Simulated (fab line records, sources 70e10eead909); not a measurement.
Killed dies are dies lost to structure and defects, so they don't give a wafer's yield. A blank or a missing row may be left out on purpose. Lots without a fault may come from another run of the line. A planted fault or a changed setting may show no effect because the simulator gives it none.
A struck lot beside a sound one | flow nand_harc | 17 steps out of a route of 1302
Sound: wafers L699.3, L699.5, L699.6. Struck: wafers L707.1, L707.2, L707.6. The cause comes at the end.
At each step with rows: each side's tool, then ch and its chambers, then its first start. Under that, the readings that differ: sound wafers | struck wafers | difference of the means | sigmas: that difference in standard deviations of wafers without a fault.
alike: readings whose means differ by less than 2 such deviations, and words and numbers that are the same on both sides. not compared: withheld readings, readings that some wafer has no value for, bounds like >300 that may hide the same value, and numbers for which the record gives no deviation and whose values overlap.
The two part at a step that has a row with sigmas, a row that says differs or no value, or rows on one side only. Numbers that don't overlap but have no deviation are shown without sigmas and don't part them. A reading that every wafer of one side lacks parts them only if that side has two wafers or more.

first, 2 steps without rows for these wafers: NHARC_P_STI_SRD_39; NHARC_P_STI_OXIDE_40 (material SiO2, target thk 10 nm, ox time 1362 s).
NHARC_P_STI_INSPECT_25:
  sound on defect_inspect-01, day 7 11:44; struck on defect_inspect-02, day 10 21:29
  alike: raw_defect_count
then, 9 steps without rows for these wafers: NHARC_P_GATE_ETCH_69 (etches SiO2 in dHF, target depth 14 nm); NHARC_P_GATE_PRECLEAN_70 (cleans in SC1); NHARC_P_GATE_SRD_01; NHARC_P_GATE_OXIDE_02 (material SiO2, target thk 37.5 nm, ox time 365 s); NHARC_P_GATE_DEHYDRATE_03 (time 120 s); NHARC_P_GATE_HMDS_04 (time 30 s); NHARC_P_GATE_COAT_05; NHARC_P_GATE_SOFTBAKE_06 (time 95 s); NHARC_P_GATE_EBR_07.
NHARC_P_GATE_EXPOSE_08: exposes mask P HV.
  sound on krf_scanner-03 ch 0, day 7 20:18; struck on krf_scanner-03 ch 0, day 11 05:40
  reading | sound                | struck                     | difference | sigmas
  mask    | P_HV#0 P_HV#0 P_HV#0 | P_HVPW#0 P_HVPW#0 P_HVPW#0 | differs    |
  alike: focus_offset_nm
then, 2 steps without rows for these wafers: NHARC_P_GATE_PEB_09 (peb time 85 s); NHARC_P_GATE_DEVELOP_10 (time 70 s).
NHARC_P_GATE_CD_MEAS_11: target cd 1640 nm.
  sound on cd_sem-01 ch 0, day 7 20:27; struck on cd_sem-01 ch 0, day 11 05:50
  reading    | sound                | struck | difference                    | sigmas
  cd_nm (nm) | 1639.0 1642.1 1638.7 | - - -  | no value on the struck wafers |
then, 1 step without rows for these wafers: NHARC_P_GATE_HARDBAKE_12 (time 80 s).

WHERE THEY PART
First at NHARC_P_GATE_EXPOSE_08; last, within this record, at NHARC_P_GATE_CD_MEAS_11.

WHY: what the simulator had put in
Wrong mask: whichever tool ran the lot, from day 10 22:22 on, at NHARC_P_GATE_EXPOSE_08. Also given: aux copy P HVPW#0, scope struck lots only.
